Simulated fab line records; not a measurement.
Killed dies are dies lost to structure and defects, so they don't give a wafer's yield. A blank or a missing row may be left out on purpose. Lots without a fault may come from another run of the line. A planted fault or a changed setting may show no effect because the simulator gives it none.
Code-filled problem report in 8D (eight disciplines) form + flow n5_finfet + the parts of the form that need people (team, actions taken, sign-off) are left out

1. PROBLEM STATEMENT
At N5_BEOL_M7_COAT_05, spin_speed_rpm averages 1605.3 rpm over 6 wafers from 2 lots, while fault-free wafers read 1500.0 rpm, standard deviation 0.87. That is +99 or more standard deviations from the usual mean.
The step: resist thk 90 nm.
First seen on wafer L926.1, day 13 21:37, on litho_track-02. The record holds 36 wafers of 13 lots with a number at this step. Rule for "out" (also "out of limits"): further than 4 standard deviations from the usual mean. The other wafers with a number count as sound.

2. WHAT IT IS; WHAT IT IS NOT
| question                    | is                     | is not                                                                          |
|-----------------------------|------------------------|---------------------------------------------------------------------------------|
| which readings at this step | spin_speed_rpm         | -                                                                               |
| which lots                  | L926, L928             | L908, L909, L910, L911, L914, L918, L919, L921, L929, L930, L931                |
| which wafers of those lots  | all that have a number | -                                                                               |
| read on which tools         | litho_track-02         | litho_track-01, litho_track-03                                                  |
| when                        | from day 13 21:37      | up to then (23 sound wafers); but 7 sound wafers of L929, L930, L931 came after |

3. THE SUSPECTS, EACH WITH WHAT RULES IT OUT
Counting: a tool at a process step up to the reading stays a suspect if it ran every lot that is out and no sound lot after the first of them.
- litho_track-02 at N5_BEOL_M7_COAT_05 (resist thk 90 nm): kept. All lots that are out passed through it, beginning with L926 at day 13 21:37, and no sound lot followed; its final sound lot before that point was L919 at day 11 13:45. Its own spin_speed_rpm readings are out on those wafers.
The count leaves litho_track-02 at N5_BEOL_M7_COAT_05.

4. THE CAUSE (what the simulator had put in)
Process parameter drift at N5_BEOL_M7_COAT_05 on litho_track-02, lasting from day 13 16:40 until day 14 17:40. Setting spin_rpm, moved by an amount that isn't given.
Only this tool survived the counting.

5. THE EFFECT CHAIN, in route order
Each row: a reading where the mean over the struck wafers with a number is more than 3 standard deviations away from the usual. Readings are gone through only where the record gives a usual standard deviation; hours: the median, over the lots, of the time from a lot's start at the first step in this table giving one to that lot's start at this step; sigmas: the change measured in usual standard deviations.
| hours | step               | reading        | usual      | on struck wafers | change | sigmas      |
|-------|--------------------|----------------|------------|------------------|--------|-------------|
| 0     | N5_BEOL_M7_COAT_05 | spin_speed_rpm | 1500.0 rpm | 1605.3           | +105.3 | +99 or more |
Its process steps:
- N5_BEOL_M7_COAT_05: resist thk 90 nm.

6. HOW IT WOULD HAVE BEEN CAUGHT EARLIER
First out-of-limits reading in this record: day 13 21:37, which is 5 hours after fault onset at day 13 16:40.
